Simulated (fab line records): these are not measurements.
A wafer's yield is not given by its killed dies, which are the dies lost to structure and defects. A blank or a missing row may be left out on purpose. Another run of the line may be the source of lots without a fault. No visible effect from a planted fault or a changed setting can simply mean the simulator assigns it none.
fab line records | flow nand_harc
record: lots: 11 wafers: 33 last_day: 33
route steps=1302 shown A_M0@1153 A_M1@1177 END@1302
lots with no fault: from the same line, run without faults
start_h: the number of hours between the record's first day and the start of the first shown wafer of the lot | wait_h: time in hours since the lot's previous step | " as in the row above | L1.1+2: a single row standing in for several wafers | - either no value or no given start | * or withheld: withheld | < > ~ a bound
route shown NAME@n: NAME is a module with steps in the file, n the number in the route of the first one | usual: mean and standard deviation over wafers with no fault | same: alike in all rows | chamber/n: place in a boat | sites: readings site by site | _std_site: the values' standard deviation | _edge_site: mean of outer sites minus mean of inner sites | radius_mm: how far each site lies from the wafer's centre | mask NAME#n: copy n | behind: the tool/chamber that last shaped the wafer | hold: why the lot went on hold/how many hours it stayed there/how the hold came to an end | device: names the non-switching transistor (n, p or np) | end of line: the same wafers' tests at the end of the route | where a step has no rows: the recipe by itself | killed: not the wafer's yield, but the dies lost to structure and defects at the first sort | map: the dies of a wafer, with x for killed, . for not killed, _ for no die there
set.NAME: the setting the step ran with; set.NAME@STEP: the setting that earlier step ran with | model.NAME: the simulator's own value behind a step, which no gauge read
the route's steps for a sample of lots (tables are steps, rows are wafers)
services: when a tool's chamber went out of use (start_h, in hours from the record's first day, below 0 if earlier), for how many hours, and the reason
== steps ==
step: NHARC_A_M0_CD_MEAS_16
usual: cd_nm: 80.2/0.77
columns lot.wafer tool chamber start_h wait_h cd_nm
L963.3 cd_sem-03 - 537.26 - 80.8
L963.4 " - " " 80.7
L963.5 " - " " 80.2
L962.1 cd_sem-02 - 537.90 - 80.9
L962.4 " - " " 81.3
L962.6 " - " " 81.4
L964.3 cd_sem-03 - 543.29 - 79.4
L964.5 " - " " 79.2
L964.6 " - " " 78.6
L966.3 cd_sem-01 - 583.95 - 79.8
L966.4 " - " " 80.9
L966.6 " - " " 80.1
L973.1 cd_sem-03 - 622.68 - 79.4
L973.3 " - " " 79.1
L973.4 " - " " 79.3
L974.1 cd_sem-03 - 642.28 - 79.9
L974.3 " - " " 79.7
L974.4 " - " " 80.4
L975.1 cd_sem-03 - 660.87 - 80.2
L975.2 " - " " 79.3
L975.4 " - " " 80.2
L978.1 cd_sem-03 - 672.27 - 80.3
L978.3 " - " " 79.5
L978.5 " - " " 79.9
L981.1 cd_sem-01 - 721.25 - 81.0
L981.4 " - " " 81.6
L981.5 " - " " 81.1
L982.1 cd_sem-03 - 735.47 - 80.1
L982.4 " - " " 78.6
L982.6 " - " " 79.2
L985.1 cd_sem-02 - 758.28 - 80.8
L985.4 " - " " 81.4
L985.5 " - " " 80.7
step: NHARC_A_M1_PEB_07
recipe: peb_temp_c: 100 peb_time_s: 65
usual: chill_plate_temp_C: 23.00/0.11 heater_power_total_W: 156.7/0.42
columns lot.wafer tool chamber start_h wait_h chill_plate_temp_C heater_power_total_W
L963.3 litho_track-04 0 540.72 0.0 22.91 156.7
L963.4 " 0 " " 22.97 157.0
L963.5 " 0 " " 23.06 157.2
L962.1 litho_track-01 0 541.81 0.1 23.08 156.6
L962.4 " 0 " " 23.07 156.6
L962.6 " 0 " " 23.07 156.8
L964.3 litho_track-04 0 546.64 0.0 22.91 156.0
L964.5 " 0 " " 22.79 157.1
L964.6 " 0 " " 22.88 157.1
L966.3 litho_track-04 0 587.33 0.0 23.09 156.9
L966.4 " 0 " " 22.79 156.5
L966.6 " 0 " " 23.09 157.2
L973.1 litho_track-04 0 626.16 0.1 22.99 160.6
L973.3 " 0 " " 22.97 160.0
L973.4 " 0 " " 22.88 157.1
L974.1 litho_track-04 0 645.65 0.1 23.05 160.5
L974.3 " 0 " " 23.09 159.8
L974.4 " 0 " " 23.07 157.1
L975.1 litho_track-06 0 664.25 0.1 23.00 157.1
L975.2 " 0 " " 22.89 157.2
L975.4 " 0 " " 22.98 156.8
L978.1 litho_track-06 0 675.79 0.1 23.17 157.1
L978.3 " 0 " " 23.12 157.1
L978.5 " 0 " " 23.19 157.0
L981.1 litho_track-04 0 724.73 0.1 23.11 156.9
L981.4 " 0 " " 23.02 157.1
L981.5 " 0 " " 22.85 156.9
L982.1 litho_track-04 0 739.28 0.1 22.85 156.2
L982.4 " 0 " " 22.91 157.1
L982.6 " 0 " " 22.91 156.2
L985.1 litho_track-01 0 761.80 0.1 23.14 157.1
L985.4 " 0 " " 23.01 156.6
L985.5 " 0 " " 23.25 157.1
step: NHARC_A_M1_CD_MEAS_09
recipe: target_cd_nm: 120 landing_energy_ev: 500
usual: cd_nm: 120.2/0.47
columns lot.wafer tool chamber start_h wait_h cd_nm
L963.3 cd_sem-03 0 540.80 - 119.9
L963.4 " 0 " " 120.7
L963.5 " 0 " " 119.9
L962.1 cd_sem-02 0 541.88 - 120.5
L962.4 " 0 " " 120.6
L962.6 " 0 " " 120.4
L964.3 cd_sem-02 0 546.73 - 120.0
L964.5 " 0 " " 120.0
L964.6 " 0 " " 119.8
L966.3 cd_sem-02 0 587.41 - 120.8
L966.4 " 0 " " 120.8
L966.6 " 0 " " 120.8
L973.1 cd_sem-03 0 626.24 - 119.6
L973.3 " 0 " " 118.5
L973.4 " 0 " " 120.1
L974.1 cd_sem-03 0 645.73 - 118.8
L974.3 " 0 " " 118.2
L974.4 " 0 " " 120.1
L975.1 cd_sem-02 0 664.33 - 119.6
L975.2 " 0 " " 120.7
L975.4 " 0 " " 120.2
L978.1 cd_sem-03 0 675.86 - 120.5
L978.3 " 0 " " 119.9
L978.5 " 0 " " 120.1
L981.1 cd_sem-02 0 724.81 - 119.9
L981.4 " 0 " " 119.6
L981.5 " 0 " " 119.6
L982.1 cd_sem-01 0 739.36 - 120.9
L982.4 " 0 " " 120.2
L982.6 " 0 " " 121.0
L985.1 cd_sem-01 0 761.88 - 119.6
L985.4 " 0 " " 119.5
L985.5 " 0 " " 119.2
step: NHARC_A_M1_INSPECT_11
usual: raw_defect_count: 90/34
columns lot.wafer tool chamber start_h wait_h raw_defect_count
L963.3 defect_inspect-02 - 540.92 0.0 112
L963.4 " - " " 113
L963.5 " - " " 114
L962.1 defect_inspect-01 - 542.01 0.0 44
L962.4 " - " " 54
L962.6 " - " " 47
L964.3 defect_inspect-01 - 546.85 0.0 158
L964.5 " - " " 172
L964.6 " - " " 166
L966.3 defect_inspect-01 - 587.53 0.0 153
L966.4 " - " " 166
L966.6 " - " " 165
L973.1 defect_inspect-01 - 626.36 0.0 80
L973.3 " - " " 97
L973.4 " - " " 90
L974.1 defect_inspect-01 - 645.86 0.0 75
L974.3 " - " " 57
L974.4 " - " " 92
L975.1 defect_inspect-02 - 664.45 0.0 101
L975.2 " - " " 81
L975.4 " - " " 96
L978.1 defect_inspect-01 - 675.99 0.0 75
L978.3 " - " " 86
L978.5 " - " " 95
L981.1 defect_inspect-01 - 724.94 0.0 87
L981.4 " - " " 90
L981.5 " - " " 82
L982.1 defect_inspect-02 - 739.49 0.0 101
L982.4 " - " " 82
L982.6 " - " " 82
L985.1 defect_inspect-01 - 762.01 0.0 116
L985.4 " - " " 103
L985.5 " - " " 103
step: NHARC_A_M1_ETCH_35
recipe: target_depth_a: 400 overetch_a: 120 time_s: 43.94 ion_energy_ev: 200 n2_flow_sccm: 150 h2_flow_sccm: 150 ar_flow_sccm: 0 rf_w: 400 bias_w: 150 chemistry: N2/H2
usual: drypump_motor_current_A: 5.9/0.54 oes_product_au: 0.999/0.0072 rf_fwd_power_W: 395.4/1.5 rf_vpp_V: 430.4/2.7 showerhead_plenum_p_Torr: 2.04/0.095 throttle_valve_pct: 14.171/0.0097
columns lot.wafer tool chamber start_h wait_h drypump_motor_current_A oes_product_au rf_fwd_power_W rf_hours_counter_h rf_vpp_V showerhead_plenum_p_Torr throttle_valve_pct
L963.4 rie_diel-04 0 541.07 0.1 5.9 0.992 392.1 0.0 426.8 1.93 14.172
L963.3 " 2 " " 5.8 0.993 396.9 0.0 427.6 1.97 14.183
L963.5 " 0 " " 5.9 0.998 394.1 - 427.2 1.93 14.179
L962.1 rie_diel-12 0 542.16 0.1 4.7 0.993 399.1 4.8 429.9 2.01 14.173
L962.4 " 1 " " 6.2 0.993 394.0 4.2 432.4 2.08 14.179
L962.6 " 3 " " 5.9 1.012 393.4 - 429.8 2.03 14.173
L964.3 rie_diel-10 1 547.01 0.1 5.0 1.004 395.8 2.9 434.5 2.18 14.168
L964.6 " 2 " " 6.2 0.997 392.2 - 435.1 2.21 14.155
L964.5 " 3 " " 6.7 1.009 396.3 - 428.3 1.94 14.162
L966.4 rie_diel-04 1 587.69 0.1 5.7 1.002 398.0 2.9 428.2 1.97 14.157
L966.3 " 2 " " 5.8 0.991 394.7 3.1 428.1 1.97 14.165
L966.6 " 0 " " 6.0 1.009 394.8 - 427.0 1.93 14.161
L973.1 rie_diel-04 0 626.51 0.1 6.0 1.000 395.0 4.9 427.6 1.93 14.177
L973.3 " 2 " " 5.7 0.993 395.0 5.0 428.4 1.97 14.173
L973.4 " 3 " " 5.5 1.001 395.0 4.4 427.6 1.94 14.162
L974.4 rie_diel-10 0 646.00 0.1 6.2 0.995 395.8 1.4 429.2 2.01 14.171
L974.1 " 1 " " 5.0 1.006 397.3 1.4 434.3 2.18 14.162
L974.3 " 3 " " 6.7 0.995 396.5 1.1 429.0 1.94 14.180
L975.2 rie_diel-12 1 664.60 0.1 6.2 0.999 393.9 2.6 431.4 2.07 14.172
L975.1 " 2 " " 6.5 1.001 396.3 2.8 433.6 2.15 14.184
L975.4 " 3 " " 5.9 1.009 395.1 3.6 429.0 2.02 14.169
L978.1 rie_diel-10 1 676.14 0.1 5.1 0.994 397.5 2.3 433.5 2.18 14.168
L978.3 " 3 " " 6.7 0.990 394.6 2.3 427.3 1.94 14.169
L978.5 " 0 " " 6.2 1.009 396.8 - 430.2 2.01 14.183
L981.4 rie_diel-12 2 725.10 0.1 6.5 0.993 393.5 4.8 432.4 2.15 14.166
L981.1 " 3 " " 5.9 1.010 394.3 4.9 429.5 2.02 14.150
L981.5 " 1 " " 6.2 1.001 393.7 - 432.3 2.07 14.169
L982.4 rie_diel-04 0 739.63 0.1 5.9 0.992 395.6 2.1 428.3 1.93 14.175
L982.1 " 1 " " 5.7 1.009 397.8 2.1 429.1 1.97 14.165
L982.6 " 1 " " 5.7 1.008 397.0 - 428.7 1.97 14.166
L985.1 rie_diel-10 1 762.15 0.1 5.0 1.011 396.6 4.5 433.1 2.18 14.183
L985.4 " 2 " " 6.2 1.006 395.4 4.3 435.3 2.21 14.166
L985.5 " 1 " " 5.0 0.999 396.3 - 433.0 2.18 14.163
step: NHARC_END_SORT_01
recipe: temp_c: 25
usual: defect_limited_yield: 91.4/2.9 killed_at_array: 54/20 killed_at_other: 0.9/1.1 killed_at_periphery: 3.8/2.4 killed_dies: 58/20 killed_open: 3.5/1.9 killed_short: 2.5/1.6 sort_bin_2_pct: 3.1/1.2 sort_bin_3_pct: 0.6/0.39 sort_bin_4_pct: 4.9/1.7 sort_n_pass: 619/20 sort_rim_yield_pct: 91/4.3 sort_yield_pct: 91.4/2.9
same: gross_dies: 677 sort_bin_5_pct[%]: 0 sort_bin_6_pct[%]: 0 sort_bin_7_pct[%]: 0 sort_bin_8_pct[%]: 0 sort_rim_n_gross: 106.00
columns lot.wafer tool chamber start_h wait_h defect_limited_yield[%] killed_at_array killed_at_other killed_at_periphery killed_dies killed_open killed_short sort_bin_2_pct[%] sort_bin_3_pct[%] sort_bin_4_pct[%] sort_n_pass sort_rim_yield_pct[%] sort_yield_pct[%]
L962.1 prober-01 0 576.29 2.5 93.9 38 1 2 41 3 3 1.5 0.4 4.1 636 93 93.9
L962.4 prober-01 0 578.71 3.4 95.1 30 1 2 33 3 2 1.6 0 3.2 644 89 95.1
L962.6 prober-01 0 580.33 4.0 97.6 13 1 2 16 2 1 0.4 0 1.9 661 93 97.6
L963.3 prober-02 0 577.87 3.1 86.7 84 1 5 90 1 0 4.6 0.6 8.1 587 89 86.7
L963.4 prober-02 0 578.68 3.4 87.9 72 4 6 82 4 2 3.2 0.9 8.0 595 79 87.9
L963.5 prober-02 0 579.48 3.7 87.9 76 0 6 82 5 0 4.4 0.4 7.2 595 94 87.9
L964.3 prober-02 0 585.71 3.1 88.3 74 0 5 79 3 3 3.5 1.6 6.5 598 91 88.3
L964.5 prober-02 0 587.30 3.7 84.9 98 1 3 102 4 1 6.2 1.3 7.5 575 81 84.9
L964.6 prober-02 0 588.10 4.0 84.0 103 1 4 108 1 3 5.6 1.3 9.0 569 86 84.0
L966.3 prober-02 0 626.68 3.1 88.5 73 0 5 78 2 4 4.3 1.0 6.2 599 92 88.5
L966.4 prober-02 0 627.49 3.4 87.6 78 2 4 84 3 3 5.3 0.4 6.6 593 87 87.6
L966.6 prober-02 0 629.12 4.1 89.2 69 0 4 73 4 3 3.8 1.5 5.5 604 82 89.2
L973.1 prober-02 0 663.97 2.5 91.0 59 1 1 61 4 3 2.7 1.5 4.9 616 91 91.0
L973.3 prober-02 0 665.57 3.1 89.4 68 0 4 72 2 1 4.4 0.6 5.6 605 97 89.4
L973.4 prober-02 0 666.37 3.4 92.3 49 1 2 52 3 2 3.5 0.3 3.8 625 84 92.3
L974.1 prober-02 0 681.96 2.5 88.6 69 2 6 77 10 4 4.4 0.4 6.5 600 97 88.6
L974.3 prober-02 0 683.58 3.1 94.2 32 2 5 39 4 3 2.2 0.4 3.1 638 89 94.2
L974.4 prober-02 0 684.40 3.4 90.0 60 1 7 68 6 1 3.2 0.4 6.4 609 92 90.0
L975.1 prober-02 0 698.05 2.5 87.6 72 1 11 84 4 1 4.0 0.9 7.5 593 97 87.6
L975.2 prober-02 0 698.84 2.8 91.6 49 1 7 57 6 5 3.5 0.6 4.3 620 85 91.6
L975.4 prober-02 0 700.44 3.4 89.7 67 0 3 70 5 1 3.8 0.6 5.9 607 92 89.7
L978.1 prober-02 0 712.12 2.5 90.4 59 0 6 65 7 2 3.4 0.6 5.6 612 93 90.4
L978.3 prober-02 0 713.71 3.1 95.6 25 0 5 30 5 0 1.8 0.3 2.4 647 89 95.6
L978.5 prober-02 0 715.31 3.7 93.4 43 0 2 45 4 4 2.2 0.9 3.5 632 90 93.4
L981.1 prober-02 0 764.99 2.5 92.2 43 2 8 53 3 5 3.8 0.1 3.8 624 89 92.2
L981.4 prober-02 0 767.45 3.5 91.9 50 2 3 55 0 1 3.2 0.4 4.4 622 90 91.9
L981.5 prober-02 0 768.27 3.8 93.1 40 1 6 47 4 2 3.1 0.3 3.5 630 90 93.1
L982.1 prober-02 0 777.17 2.5 90.0 65 1 2 68 4 1 3.7 0.7 5.6 609 94 90.0
L982.4 prober-02 0 779.58 3.4 90.7 62 0 1 63 5 6 4.1 0.6 4.6 614 97 90.7
L982.6 prober-02 0 781.19 4.0 91.1 58 0 2 60 3 3 4.0 0.3 4.6 617 92 91.1
L985.1 prober-01 0 797.23 2.5 89.2 68 3 2 73 4 0 2.7 0.7 7.4 604 88 89.2
L985.4 prober-01 0 799.60 3.4 91.0 59 1 1 61 7 0 3.2 0.9 4.9 616 86 91.0
L985.5 prober-01 0 800.38 3.7 88.6 75 1 1 77 2 1 3.1 0.9 7.4 600 87 88.6
killed by level:class
L962.1 A_SLIT:chamber_film_flake=26 A_CHANNEL_HOLE_D2:chamber_film_flake=3 A_STAIRCASE:chamber_film_flake=3 P_CONTACT:geometric_particle:open=1 A_CHANNEL_HOLE_D1:geometric_particle:short=1 A_DECK1_JOINT:geometric_particle:short=1 A_CHANNEL_FILL_D2:geometric_particle:short=1 A_M0:geometric_particle:open=1
L963.3 A_CHANNEL_HOLE_D2:chamber_film_flake=40 A_SLIT:chamber_film_flake=23 A_STAIRCASE:chamber_film_flake=5 P_GATE:chamber_film_flake=4 A_M1:chamber_film_flake=4 A_CHANNEL_HOLE_D1:chamber_film_flake=3 A_SGD_CUT:chamber_film_flake=3 A_CONTACT:chamber_film_flake=3
L963.4 A_CHANNEL_HOLE_D2:chamber_film_flake=33 A_SLIT:chamber_film_flake=10 A_M1:chamber_film_flake=8 A_SGD_CUT:chamber_film_flake=6 A_CONTACT:chamber_film_flake=5 P_GATE:chamber_film_flake=4 THIN_TSV:chamber_film_flake=4 A_CHANNEL_HOLE_D1:chamber_film_flake=3
L962.4 A_SLIT:chamber_film_flake=12 A_CHANNEL_HOLE_D2:chamber_film_flake=7 A_CHANNEL_HOLE_D1:chamber_film_flake=2 A_STAIRCASE:chamber_film_flake=2 A_CONTACT:chamber_film_flake=2 P_CONTACT:geometric_particle:open=1 A_ONON_D1:geometric_particle:open=1 A_CHANNEL_FILL_D2:geometric_particle:open=1
L963.5 A_CHANNEL_HOLE_D2:chamber_film_flake=39 A_SLIT:chamber_film_flake=16 A_M1:chamber_film_flake=5 A_STAIRCASE:chamber_film_flake=4 A_SGD_CUT:chamber_film_flake=3 A_CONTACT:chamber_film_flake=3 A_SOURCE_PLATE:geometric_particle:open=2 P_ZERO_WELL:chamber_film_flake=2
L962.6 A_SLIT:chamber_film_flake=7 A_CHANNEL_HOLE_D2:chamber_film_flake=2 A_STAIRCASE:chamber_film_flake=2 P_M0:geometric_particle:open=1 A_CHANNEL_FILL_D2:geometric_particle:open=1 STARTING-WAFER:geometric_particle:short=1 P_M2:chamber_film_flake=1 A_CHANNEL_HOLE_D1:chamber_film_flake=1
L964.3 A_SLIT:chamber_film_flake=27 A_CHANNEL_HOLE_D1:chamber_film_flake=17 A_CHANNEL_HOLE_D2:chamber_film_flake=15 A_CONTACT:chamber_film_flake=4 P_GATE:chamber_film_flake=3 A_STAIRCASE:chamber_film_flake=3 P_M0:geometric_particle:open=1 A_SOURCE_PLATE:geometric_particle:open=1
L964.5 A_CHANNEL_HOLE_D1:chamber_film_flake=33 A_CHANNEL_HOLE_D2:chamber_film_flake=30 A_SLIT:chamber_film_flake=11 A_CONTACT:chamber_film_flake=7 A_CHANNEL_FILL_D2:chamber_film_flake=5 A_STAIRCASE:chamber_film_flake=4 P_ZERO_WELL:chamber_film_flake=2 A_WL_FILL:chamber_film_flake=2
L964.6 A_CHANNEL_HOLE_D2:chamber_film_flake=33 A_CHANNEL_HOLE_D1:chamber_film_flake=30 A_SLIT:chamber_film_flake=29 A_CONTACT:chamber_film_flake=5 P_GATE:chamber_film_flake=3 A_CHANNEL_FILL_D2:chamber_film_flake=2 P_M1:geometric_particle:short=1 A_SOURCE_PLATE:geometric_particle:short=1
L966.3 A_CHANNEL_HOLE_D1:chamber_film_flake=26 A_CHANNEL_HOLE_D2:chamber_film_flake=22 A_SLIT:chamber_film_flake=11 A_STAIRCASE:chamber_film_flake=5 A_WL_FILL:chamber_film_flake=4 P_M0:geometric_particle:short=2 A_CHANNEL_HOLE_D2:geometric_particle:short=2 P_GATE:geometric_particle:open=1
L966.4 A_SLIT:chamber_film_flake=31 A_CHANNEL_HOLE_D2:chamber_film_flake=17 A_CHANNEL_HOLE_D1:chamber_film_flake=13 A_STAIRCASE:chamber_film_flake=8 P_ZERO_WELL:chamber_film_flake=2 A_ZERO_WELL:chamber_film_flake=2 THIN_TSV:chamber_film_flake=2 P_M0:geometric_particle:short=1
L966.6 A_CHANNEL_HOLE_D2:chamber_film_flake=18 A_CHANNEL_HOLE_D1:chamber_film_flake=14 A_SLIT:chamber_film_flake=13 A_STAIRCASE:chamber_film_flake=7 A_ZERO_WELL:chamber_film_flake=4 A_CHANNEL_FILL_D2:chamber_film_flake=3 P_ZERO_WELL:chamber_film_flake=2 A_WL_FILL:chamber_film_flake=2
L973.1 A_CHANNEL_HOLE_D1:chamber_film_flake=36 A_CHANNEL_HOLE_D2:chamber_film_flake=5 A_BLC:geometric_particle:open=3 A_STAIRCASE:chamber_film_flake=3 A_BLC:chamber_film_flake=3 A_ONON_D1:geometric_particle:short=2 A_CHANNEL_FILL_D2:chamber_film_flake=2 A_ONON_D2:geometric_particle:short=1
L973.3 A_CHANNEL_HOLE_D1:chamber_film_flake=34 A_CHANNEL_HOLE_D2:chamber_film_flake=19 A_CONTACT:chamber_film_flake=7 P_ZERO_WELL:chamber_film_flake=2 A_STAIRCASE:chamber_film_flake=2 A_CHANNEL_FILL_D1:geometric_particle:short=1 A_CONTACT:geometric_particle:open=1 A_BLC:geometric_particle:open=1
L973.4 A_CHANNEL_HOLE_D1:chamber_film_flake=24 A_CHANNEL_HOLE_D2:chamber_film_flake=10 A_SLIT:chamber_film_flake=4 A_BLC:chamber_film_flake=3 A_CONTACT:chamber_film_flake=2 P_GATE:geometric_particle:open=1 P_M0:geometric_particle:short=1 A_ONON_D1:geometric_particle:short=1
L974.1 A_SLIT:chamber_film_flake=31 A_CHANNEL_HOLE_D1:chamber_film_flake=7 A_STAIRCASE:chamber_film_flake=6 A_CONTACT:chamber_film_flake=5 P_M0:chamber_film_flake=4 A_SGD_CUT:chamber_film_flake=4 A_CHANNEL_FILL_D2:geometric_particle:open=3 A_CONTACT:geometric_particle:open=2
L974.3 A_SLIT:chamber_film_flake=13 A_CONTACT:chamber_film_flake=6 P_M0:chamber_film_flake=3 A_CHANNEL_HOLE_D1:chamber_film_flake=3 A_WL_FILL:chamber_film_flake=3 A_BLC:geometric_particle:open=2 P_GATE:geometric_particle:open=1 P_CONTACT:geometric_particle:open=1
L974.4 A_SLIT:chamber_film_flake=34 A_SGD_CUT:chamber_film_flake=6 P_M0:chamber_film_flake=5 A_STAIRCASE:chamber_film_flake=4 A_CONTACT:chamber_film_flake=4 A_CHANNEL_HOLE_D1:chamber_film_flake=3 A_SOURCE_PLATE:geometric_particle:open=2 P_ZERO_WELL:chamber_film_flake=2
L975.1 A_CHANNEL_HOLE_D1:chamber_film_flake=38 A_CHANNEL_HOLE_D2:chamber_film_flake=24 P_ZERO_WELL:chamber_film_flake=5 A_CONTACT:chamber_film_flake=3 P_CONTACT:geometric_particle:open=2 A_M0:geometric_particle:open=2 P_CONTACT:chamber_film_flake=2 A_STAIRCASE:chamber_film_flake=2
L975.2 A_CHANNEL_HOLE_D1:chamber_film_flake=24 A_CHANNEL_HOLE_D2:chamber_film_flake=9 A_STAIRCASE:chamber_film_flake=3 A_SLIT:chamber_film_flake=3 A_CHANNEL_FILL_D1:geometric_particle:open=2 A_CONTACT:chamber_film_flake=2 P_CONTACT:geometric_particle:open=1 P_M0:geometric_particle:open=1
L975.4 A_CHANNEL_HOLE_D2:chamber_film_flake=22 A_CHANNEL_HOLE_D1:chamber_film_flake=20 A_STAIRCASE:chamber_film_flake=9 A_CONTACT:chamber_film_flake=5 A_SLIT:chamber_film_flake=3 P_ZERO_WELL:chamber_film_flake=2 A_WL_FILL:chamber_film_flake=2 P_CONTACT:geometric_particle:open=1
L978.1 A_SLIT:chamber_film_flake=32 A_CONTACT:chamber_film_flake=8 A_CHANNEL_HOLE_D1:chamber_film_flake=6 A_STAIRCASE:chamber_film_flake=3 P_M0:geometric_particle:open=2 A_CHANNEL_FILL_D1:geometric_particle:open=2 P_M2:chamber_film_flake=2 A_ZERO_WELL:chamber_film_flake=2
L978.3 A_SLIT:chamber_film_flake=9 A_STAIRCASE:chamber_film_flake=4 A_CONTACT:chamber_film_flake=4 A_CHANNEL_HOLE_D1:chamber_film_flake=3 P_CONTACT:chamber_film_flake=2 P_CONTACT:geometric_particle:open=1 P_M1:geometric_particle:open=1 A_ONON_D2:geometric_particle:open=1
L978.5 A_CHANNEL_HOLE_D1:chamber_film_flake=11 A_SLIT:chamber_film_flake=11 A_STAIRCASE:chamber_film_flake=5 A_CONTACT:chamber_film_flake=5 P_M2:chamber_film_flake=2 A_SOURCE_PLATE:geometric_particle:open=1 A_SOURCE_PLATE:geometric_particle:short=1 A_ONON_D1:geometric_particle:open=1
L981.1 A_SLIT:chamber_film_flake=14 A_CHANNEL_HOLE_D1:chamber_film_flake=10 A_CONTACT:chamber_film_flake=10 P_M2:chamber_film_flake=3 A_DECK1_JOINT:chamber_film_flake=3 P_ZERO_WELL:chamber_film_flake=2 A_STAIRCASE:chamber_film_flake=2 P_STI:geometric_particle:short=1
L981.4 A_CHANNEL_HOLE_D1:chamber_film_flake=16 A_SLIT:chamber_film_flake=14 A_CONTACT:chamber_film_flake=8 A_WL_FILL:chamber_film_flake=5 P_M2:chamber_film_flake=3 A_STAIRCASE:chamber_film_flake=3 THIN_TSV:chamber_film_flake=2 A_M0:geometric_particle:short=1
L981.5 A_CHANNEL_HOLE_D1:chamber_film_flake=15 A_SLIT:chamber_film_flake=12 A_WL_FILL:chamber_film_flake=4 A_CONTACT:chamber_film_flake=3 P_ZERO_WELL:chamber_film_flake=2 P_M2:chamber_film_flake=2 A_STAIRCASE:chamber_film_flake=2 P_CONTACT:geometric_particle:open=1
L982.1 A_SLIT:chamber_film_flake=36 A_CHANNEL_HOLE_D1:chamber_film_flake=11 A_CONTACT:chamber_film_flake=6 A_BLC:chamber_film_flake=4 A_STAIRCASE:chamber_film_flake=2 P_CONTACT:geometric_particle:open=1 A_ONON_D1:geometric_particle:open=1 A_ONON_D2:geometric_particle:open=1
L982.4 A_SLIT:chamber_film_flake=30 A_CHANNEL_HOLE_D1:chamber_film_flake=10 A_BLC:chamber_film_flake=7 A_CONTACT:chamber_film_flake=5 A_WL_FILL:geometric_particle:short=2 P_M1:geometric_particle:open=1 A_SOURCE_PLATE:geometric_particle:open=1 A_ONON_D1:geometric_particle:open=1
L982.6 A_SLIT:chamber_film_flake=30 A_CHANNEL_HOLE_D1:chamber_film_flake=7 A_BLC:chamber_film_flake=6 A_CONTACT:chamber_film_flake=4 A_STAIRCASE:chamber_film_flake=2 P_GATE:geometric_particle:open=1 A_ONON_D1:geometric_particle:short=1 A_CHANNEL_FILL_D1:geometric_particle:short=1
L985.1 A_SLIT:chamber_film_flake=36 A_CONTACT:chamber_film_flake=12 A_CHANNEL_HOLE_D1:chamber_film_flake=7 A_CHANNEL_HOLE_D2:chamber_film_flake=6 A_STAIRCASE:chamber_film_flake=3 THIN_TSV:chamber_film_flake=3 P_CONTACT:geometric_particle:open=1 A_ONON_D2:geometric_particle:open=1
L985.4 A_CHANNEL_HOLE_D1:chamber_film_flake=26 A_SLIT:chamber_film_flake=13 A_CONTACT:chamber_film_flake=7 A_CHANNEL_HOLE_D2:chamber_film_flake=3 A_CHANNEL_FILL_D2:geometric_particle:open=2 A_ZERO_WELL:chamber_film_flake=2 A_CHANNEL_FILL_D1:geometric_particle:open=1 A_ONON_D2:geometric_particle:open=1
L985.5 A_SLIT:chamber_film_flake=37 A_CONTACT:chamber_film_flake=16 A_CHANNEL_HOLE_D1:chamber_film_flake=10 A_CHANNEL_HOLE_D2:chamber_film_flake=6 A_CHANNEL_HOLE_D1:geometric_particle:short=1 A_DECK1_JOINT:geometric_particle:open=1 A_CHANNEL_FILL_D2:geometric_particle:open=1 P_BONDPAD:chamber_film_flake=1
== services ==
columns tool chamber start_h hours kind
rie_diel-12 1 528.96 4.9 repair
litho_track-06 - 529.00 7.0 pm
rie_diel-04 1 530.65 3.1 repair
rie_diel-04 - 531.90 9.0 pm
litho_track-04 - 553.00 7.0 pm
rie_diel-04 3 561.24 5.2 repair
rie_diel-10 3 595.31 17.3 repair
rie_diel-10 - 598.02 9.0 pm
rie_diel-12 - 622.40 9.0 pm
rie_diel-04 3 628.33 9.4 repair
rie_diel-04 3 640.14 9.6 repair
rie_diel-04 - 644.34 0.8 repair
litho_track-01 - 680.00 7.0 pm
rie_diel-10 - 685.05 0.4 repair
rie_diel-10 0 687.42 1.5 repair
litho_track-06 - 704.00 7.0 pm
rie_diel-04 - 708.90 9.0 pm
rie_diel-12 3 716.63 2.9 repair
rie_diel-10 - 722.77 0.7 repair
rie_diel-12 0 725.34 7.8 repair
litho_track-04 - 728.00 7.0 pm
rie_diel-12 1 740.13 10.0 repair
rie_diel-12 0 752.24 5.0 repair
rie_diel-10 2 754.64 2.0 repair
== key ==
first_sign: step: NHARC_A_M1_PEB_07 reading: heater_power_total_W direction: up sigmas: 8.4 usual: * struck: *
effect: step: NHARC_A_M1_CD_MEAS_09 reading: cd_nm direction: down sigmas: 3 usual: 120.2 struck: 118.8
met_at NHARC_A_M1_PEB_07
struck_lots L973,L974
struck_wafers L973.1,L973.3,L974.1,L974.3
not_acting_at NHARC_A_M0_CD_MEAS_16,NHARC_A_M1_INSPECT_11,NHARC_A_M1_ETCH_35
onset_between 587.33 626.16
fault: kind: process_parameter_drift tool: litho_track-04 chamber: - onset_h: 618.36 steps: NHARC_A_M1_PEB_07 channel: peb_time_s offset: * shape: step end_h: 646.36 scope: struck_wafers_only acts_in: * stated: *
